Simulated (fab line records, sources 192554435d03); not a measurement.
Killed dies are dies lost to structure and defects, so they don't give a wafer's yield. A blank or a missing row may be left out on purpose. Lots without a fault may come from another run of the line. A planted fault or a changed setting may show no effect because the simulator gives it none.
Chamber matching | flow n5_finfet | N5_BEOL_M13_ILD_DEP_00 on pecvd-01: 3 sister chambers
The step deposits SiOC from DEMS/O2, target thk 837.92 nm, time 166.4 s. 3 wafers are shown with their chamber, then 10 later ones without.

WAFERS WITH THEIR CHAMBER
wafer  | chamber | throttle_valve_pct (%)
L080.5 | 1       | 12.2
L079.4 | 0       | 11.9
L082.4 | 2       | 11.4

WAFERS WITHOUT THEIR CHAMBER
wafer  | throttle_valve_pct (%)
L082.5 | 11.8
L088.1 | 11.8
L088.2 | 12.4
L088.4 | 11.3
L089.1 | 12.2
L089.5 | 11.7
L089.6 | 11.4
L092.4 | 12.3
L092.5 | 12.5
L092.6 | 11.4

WHICH CHAMBER EACH WENT THROUGH
wafer  | from the rows above     | in truth
L082.5 | 0                       | 0
L088.1 | 0                       | 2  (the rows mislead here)
L088.2 | 1                       | 1
L088.4 | 2                       | 2
L089.1 | 1                       | 1
L089.5 | can't be placed: 0 or 2 | 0
L089.6 | 2                       | 2
L092.4 | 1                       | 1
L092.5 | 1                       | 1
L092.6 | 2                       | 2
Placed correctly: 8 of 10. Can't be placed from these rows: 1 (the true chamber is among the candidates in 1). Placed wrongly: 1.
How it was worked out, from the rows above alone: a wafer's distance from a chamber is the root of the sum, over the readings, of the square of ((its reading less the chamber's mean) divided by the reading's scatter). The wafer belongs to the nearest chamber; if the next one is less than 2 further off, it can't be placed. A chamber's mean is the mean of its shown wafers. The scatter: with one shown wafer a chamber, the root of the mean of the squares of how far each hidden wafer lies from its nearest shown one.
